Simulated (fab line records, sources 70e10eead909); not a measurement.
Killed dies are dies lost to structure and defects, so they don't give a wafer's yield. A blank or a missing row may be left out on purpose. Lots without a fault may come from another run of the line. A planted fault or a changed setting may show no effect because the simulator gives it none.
fab line records | flow nand_harc
record lots=5 wafers=15 last_day=24
route steps=1159 shown P_ZERO_WELL@44 END@1159
lots that met no fault: from a run of the same line without faults
start_h: hours from the record's first day to the start of the lot's first wafer shown | wait_h: hours since the lot's step before | " the same as in the row above | L1.1+2: a row that stands for several wafers | - no value, or no start given | * or withheld: withheld | < > ~ a bound
route shown NAME@n: a module of which the file shows steps, and the number in the route of the first | usual: mean/standard deviation of fault-free wafers | same: alike in all rows | chamber/n: place in a boat | sites: the reading at each site | _std_site: their standard deviation | _edge_site: outer sites' mean less inner sites' | radius_mm: how far each site lies from the wafer's centre | mask NAME#n: copy n | behind: the tool/chamber that last shaped the wafer | hold: why the lot was held/for how many hours/how that ended | device: the transistor (n, p or np) that didn't switch | end of line: the same wafers' tests at the end of the route | a step without rows: its recipe alone | killed: dies lost to structure and defects at the first sort, not the wafer's yield | map: a wafer's dies, x killed, . not, _ none there
set.NAME: the setting as run; set.NAME@STEP: as run at that earlier step | model.NAME: the simulator's own value behind a step, which no gauge read
lots at some steps of the route; a table a step, a row a wafer
services: from which hour (start_h, from the record's first day; less than 0 if before it) a tool's chamber was out of use, for how many hours, and why
## steps
# step NHARC_P_ZERO_WELL_CD_MEAS_37
# recipe target_cd_nm=720 landing_energy_ev=500
# usual cd_nm=719.8/1.4
# columns lot.wafer tool chamber start_h wait_h cd_nm
L876.1 cd_sem-03 0 46.12 - 719.4
L876.3 " 0 " " 720.1
L876.4 " 0 " " 719.7
L878.1 cd_sem-01 0 58.20 - 720.3
L878.3 " 0 " " 721.0
L878.4 " 0 " " 719.9
L885.1 cd_sem-01 0 100.10 - 718.6
L885.2 " 0 " " 718.0
L885.4 " 0 " " 720.4
L886.2 cd_sem-03 0 105.99 - 720.1
L886.4 " 0 " " 719.2
L886.5 " 0 " " 718.1
L894.2 cd_sem-03 0 154.11 - 718.9
L894.3 " 0 " " 720.8
L894.6 " 0 " " 720.2
# step NHARC_P_ZERO_WELL_HARDBAKE_38
# recipe temp_c=125 time_s=80
# step NHARC_P_ZERO_WELL_DESCUM_39
# recipe time_s=3 o2_flow_sccm=200 ar_flow_sccm=0 bias_power_w=0 chemistry=O2
# usual drypump_motor_current_A=5.7/0.38 oes_product_au=1.003/0.0082 rf_vpp_V=57.8/0.84 showerhead_plenum_p_Torr=1.92/0.087 throttle_valve_pct=11.311/0.0079
# columns lot.wafer tool chamber start_h wait_h drypump_motor_current_A oes_product_au rf_hours_counter_h rf_vpp_V showerhead_plenum_p_Torr throttle_valve_pct
L876.4 rie_diel-09 2 46.29 - 6.0 1.023 9.7 56.0 1.89 11.312
L876.1 " 3 " " 5.4 1.001 9.8 57.3 1.94 11.308
L876.3 " 0 " " 6.4 1.003 9.8 58.0 1.94 11.308
L878.3 rie_diel-11 2 58.36 - 5.1 1.008 3.8 57.5 1.78 11.298
L878.1 " 0 " " 6.0 1.013 3.0 57.2 1.99 11.318
L878.4 " 1 " " 5.8 0.994 3.1 58.6 1.87 11.311
L885.2 rie_diel-11 3 100.26 - 5.4 1.006 7.0 58.7 1.99 11.316
L885.1 " 1 " " 5.8 0.998 6.6 56.6 1.87 11.293
L885.4 " 2 " " 5.1 1.013 7.5 57.0 1.78 11.312
L886.2 rie_diel-05 2 106.16 - 5.7 1.002 7.8 56.5 1.83 11.318
L886.4 " 3 " " 6.0 1.001 7.3 57.8 1.95 11.321
L886.5 " 2 " " 5.8 1.003 - 57.6 1.83 11.318
L894.2 rie_diel-11 3 154.29 - 5.4 1.000 10.4 57.7 1.99 11.319
L894.3 " 0 " " 5.9 1.004 9.7 57.4 1.99 11.318
L894.6 " 2 " " 5.1 1.010 - 58.1 1.78 11.308
# step NHARC_P_ZERO_WELL_IMPLANT_40
# recipe energy_kev=300 dose_cm2=1e+13 tilt_deg=7
# step NHARC_P_ZERO_WELL_IMPLANT_59
# recipe energy_kev=120 dose_cm2=5e+12 tilt_deg=7
# step NHARC_P_ZERO_WELL_IMPLANT_60
# recipe energy_kev=30 dose_cm2=2e+12 tilt_deg=7
# step NHARC_P_ZERO_WELL_STRIP_41
# recipe time_s=840 temp_c=130 chemistry=SPM
# step NHARC_P_ZERO_WELL_DEHYDRATE_44
# recipe temp_c=150 time_s=120
# step NHARC_P_ZERO_WELL_HMDS_45
# recipe time_s=30
# step NHARC_P_ZERO_WELL_COAT_46
# recipe spin_rpm=withheld
# step NHARC_P_ZERO_WELL_SOFTBAKE_47
# recipe temp_c=122 time_s=95
# step NHARC_P_ZERO_WELL_EBR_48
# step NHARC_P_ZERO_WELL_EXPOSE_49
# recipe na=0.6 target_cd_nm=2000 dose_mj=22.64 mask_id=P_HVPW
# usual stage_vel_mm_s=499.97/0.25
# columns lot.wafer tool chamber start_h wait_h mask stage_vel_mm_s
L876.1 krf_scanner-03 0 47.61 - P_HVPW#0 500.12
L876.3 " 0 " " P_HVPW#0 500.00
L876.4 " 0 " " P_HVPW#0 499.69
L878.1 krf_scanner-02 0 59.69 - P_HVPW#0 499.96
L878.3 " 0 " " P_HVPW#0 499.92
L878.4 " 0 " " P_HVPW#0 499.73
L885.1 krf_scanner-02 0 101.48 - P_NWELL#0 500.16
L885.2 " 0 " " P_NWELL#0 500.39
L885.4 " 0 " " P_NWELL#0 500.28
L886.2 krf_scanner-04 0 107.49 - P_HVPW#0 499.94
L886.4 " 0 " " P_HVPW#0 500.14
L886.5 " 0 " " P_HVPW#0 500.58
L894.2 krf_scanner-02 0 155.60 - P_HVPW#0 500.08
L894.3 " 0 " " P_HVPW#0 499.86
L894.6 " 0 " " P_HVPW#0 499.95
# step NHARC_P_ZERO_WELL_PEB_50
# recipe peb_temp_c=118 peb_time_s=85
# step NHARC_P_ZERO_WELL_DEVELOP_51
# recipe time_s=70
# step NHARC_P_ZERO_WELL_CD_MEAS_52
# recipe target_cd_nm=2000 landing_energy_ev=500
# usual cd_nm=2000.2/1.1
# columns lot.wafer tool chamber start_h wait_h cd_nm
L876.1 cd_sem-02 0 47.77 - 2000.1
L876.3 " 0 " " 1999.1
L876.4 " 0 " " 2000.6
L878.1 cd_sem-01 0 59.85 - 1999.1
L878.3 " 0 " " 1997.2
L878.4 " 0 " " 1999.0
L885.1 cd_sem-01 0 101.64 - -
L885.2 " 0 " " -
L885.4 " 0 " " -
L886.2 cd_sem-01 0 107.64 - 1999.6
L886.4 " 0 " " 2000.2
L886.5 " 0 " " 2000.3
L894.2 cd_sem-01 0 155.76 - 2001.3
L894.3 " 0 " " 2000.8
L894.6 " 0 " " 2000.1
# step NHARC_P_ZERO_WELL_HARDBAKE_53
# recipe temp_c=125 time_s=80
# step NHARC_END_SORT_01
# recipe temp_c=25
# usual killed_at_array=26/8.6 killed_at_other=0.7/0.97 killed_at_periphery=3.2/2.2 killed_dies=30/8.9 killed_open=3.1/1.8 killed_short=2.2/1.8
# same gross_dies=677
# columns lot.wafer tool chamber start_h wait_h killed_at_array killed_at_other killed_at_periphery killed_dies killed_open killed_short
L876.1 prober-01 0 458.32 2.5 15 0 2 17 1 5
L876.3 prober-01 0 459.92 3.1 10 4 3 17 2 4
L876.4 prober-01 0 460.72 3.4 13 1 3 17 3 1
L885.1 prober-02 0 512.18 2.5 36 0 641 677 2 2
L885.2 prober-02 0 512.97 2.8 51 0 626 677 4 0
L885.4 prober-02 0 514.55 3.4 37 1 639 677 5 0
L886.4 prober-01 0 542.88 3.4 25 1 1 27 3 0
# killed by level:class
L876.1 A_STAIRCASE:chamber_film_flake=5 A_ONON_D1:geometric_particle:short=3 A_CHANNEL_HOLE_D1:chamber_film_flake=3 A_CHANNEL_FILL_D1:geometric_particle:short=2 A_CONTACT:chamber_film_flake=2 P_M0:geometric_particle:open=1 P_CONTACT:chamber_film_flake=1
L876.3 THIN_TSV:chamber_film_flake=4 A_CHANNEL_HOLE_D1:chamber_film_flake=3 A_ONON_D1:geometric_particle:open=2 A_STAIRCASE:chamber_film_flake=2 P_GATE:geometric_particle:short=1 P_M0:geometric_particle:short=1 A_ONON_D1:geometric_particle:short=1 A_SGD_CUT:geometric_particle:short=1
L876.4 A_STAIRCASE:chamber_film_flake=5 P_ZERO_WELL:chamber_film_flake=2 A_CHANNEL_HOLE_D1:chamber_film_flake=2 A_CONTACT:chamber_film_flake=2 P_M0:geometric_particle:open=1 A_ONON_D1:geometric_particle:open=1 A_WL_FILL:geometric_particle:open=1 A_WL_FILL:geometric_particle:short=1
L885.1 P_ZERO_WELL:area_expose=638 A_CHANNEL_HOLE_D1:chamber_film_flake=17 A_SLIT:chamber_film_flake=10 A_CONTACT:chamber_film_flake=4 P_CONTACT:geometric_particle:open=1 P_M0:geometric_particle:short=1 A_CHANNEL_HOLE_D1:geometric_particle:short=1 A_CONTACT:geometric_particle:open=1
L885.2 P_ZERO_WELL:area_expose=625 A_CHANNEL_HOLE_D1:chamber_film_flake=21 A_SLIT:chamber_film_flake=20 A_M0:geometric_particle:open=2 A_STAIRCASE:chamber_film_flake=2 A_CONTACT:chamber_film_flake=2 P_CONTACT:geometric_particle:open=1 A_CHANNEL_HOLE_D1:geometric_particle:open=1
L885.4 P_ZERO_WELL:area_expose=639 A_CHANNEL_HOLE_D1:chamber_film_flake=17 A_SLIT:chamber_film_flake=10 A_WL_FILL:geometric_particle:open=4 A_STAIRCASE:chamber_film_flake=2 A_CONTACT:chamber_film_flake=2 A_CONTACT:geometric_particle:open=1 A_WL_FILL:chamber_film_flake=1
L886.4 A_CHANNEL_HOLE_D1:chamber_film_flake=14 A_CONTACT:chamber_film_flake=6 A_CONTACT:geometric_particle:open=2 A_BLC:chamber_film_flake=2 A_WL_FILL:geometric_particle:open=1 P_GATE:chamber_film_flake=1 HYBRID_BOND:chamber_film_flake=1
# map L885.1 (x killed, . not)
____________x____________
_________xxxxxxx_________
_______xxxxxxxxxxx_______
______xxxxxxxxxxxxx______
_____xxxxxxxxxxxxxxx_____
____xxxxxxxxxxxxxxxxx____
____xxxxxxxxxxxxxxxxx____
___xxxxxxxxxxxxxxxxxxx___
___xxxxxxxxxxxxxxxxxxx___
__xxxxxxxxxxxxxxxxxxxxx__
__xxxxxxxxxxxxxxxxxxxxx__
_xxxxxxxxxxxxxxxxxxxxxxx_
_xxxxxxxxxxxxxxxxxxxxxxx_
_xxxxxxxxxxxxxxxxxxxxxxx_
_xxxxxxxxxxxxxxxxxxxxxxx_
_xxxxxxxxxxxxxxxxxxxxxxx_
xxxxxxxxxxxxxxxxxxxxxxxxx
xxxxxxxxxxxxxxxxxxxxxxxxx
xxxxxxxxxxxxxxxxxxxxxxxxx
xxxxxxxxxxxxxxxxxxxxxxxxx
xxxxxxxxxxxxxxxxxxxxxxxxx
_xxxxxxxxxxxxxxxxxxxxxxx_
_xxxxxxxxxxxxxxxxxxxxxxx_
_xxxxxxxxxxxxxxxxxxxxxxx_
_xxxxxxxxxxxxxxxxxxxxxxx_
_xxxxxxxxxxxxxxxxxxxxxxx_
__xxxxxxxxxxxxxxxxxxxxx__
__xxxxxxxxxxxxxxxxxxxxx__
___xxxxxxxxxxxxxxxxxxx___
___xxxxxxxxxxxxxxxxxxx___
____xxxxxxxxxxxxxxxxx____
____xxxxxxxxxxxxxxxxx____
_____xxxxxxxxxxxxxxx_____
______xxxxxxxxxxxxx______
_______xxxxxxxxxxx_______
_________xxxxxxx_________
____________x____________
# map L878.4 (x killed, . not)
____________.____________
_________......._________
_______.x.x......x_______
______x............______
_____..............._____
____.................____
____.................____
___..................x___
___.x.................___
__..........x..x.x.....__
__.....................__
_......................._
_......................._
_...................x..._
_......................._
_....................x.._
.........x...............
............x............
.x....................x..
....x.................xx.
......................xx.
_........xx............._
_x.................x.x.._
_......................._
_......................x_
_......................._
__.........x..x........__
__.................x...__
___...................___
___...................___
____.x...x..x.......x____
____.....x..x..x.....____
_____..xx..x.x......_____
______...x.xxx.....______
_______..xx.x....._______
_________.xx.x.._________
____________.____________
## services
# columns tool chamber start_h hours kind
krf_scanner-02 - 38.00 4.0 pm
rie_diel-11 0 46.04 - clean
rie_diel-11 1 46.04 - clean
rie_diel-11 2 46.04 - clean
rie_diel-11 3 46.04 - clean
krf_scanner-04 - 51.17 0.3 repair
rie_diel-09 - 61.54 0.2 repair
krf_scanner-04 - 63.36 2.4 repair
rie_diel-09 1 66.97 6.4 repair
rie_diel-11 0 70.54 - clean
rie_diel-11 1 70.54 - clean
rie_diel-11 2 70.54 - clean
rie_diel-11 3 70.54 - clean
krf_scanner-03 - 77.06 0.2 repair
rie_diel-09 - 77.10 9.0 pm
krf_scanner-03 - 79.61 0.9 repair
krf_scanner-02 - 82.23 0.6 repair
rie_diel-05 0 85.15 7.2 repair
krf_scanner-04 - 111.69 0.3 repair
krf_scanner-04 - 126.00 4.0 pm
krf_scanner-02 - 133.37 0.3 repair
krf_scanner-04 - 136.99 0.5 repair
rie_diel-05 2 139.94 7.5 repair
krf_scanner-02 - 143.51 4.5 repair
## key
first_sign step=NHARC_P_ZERO_WELL_EXPOSE_49 reading=mask direction=changed
effect step=NHARC_P_ZERO_WELL_CD_MEAS_52 reading=cd_nm direction=missing
effect step=NHARC_END_SORT_01 reading=killed_at_periphery direction=up sigmas=99+ usual=3.2 struck=635.3
more_kills_born_at NHARC_P_ZERO_WELL_EXPOSE_49@krf_scanner-02=1902
met_at NHARC_P_ZERO_WELL_EXPOSE_49
struck_wafers L885.1,L885.2,L885.4
later_rows_left_out L885.1,L885.2,L885.4
tester_left_out L885
onset_between 59.69 101.48
fault kind=wrong_mask tool=any chamber=- onset_h=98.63 steps=NHARC_P_ZERO_WELL_EXPOSE_49 aux_copy=P_NWELL#0 scope=struck_lots_only
# tester_left_out: of these lots the tester's yield and bins aren't shown, on N5 and GAA mostly nor the transistor test; their killed dies are dies lost to structure and defects alone, not to doping, threshold or leakage, so they don't give the yield
# later_rows_left_out: the simulator's readings of these wafers behind a module that went badly wrong aren't trusted and aren't shown, but for the sort
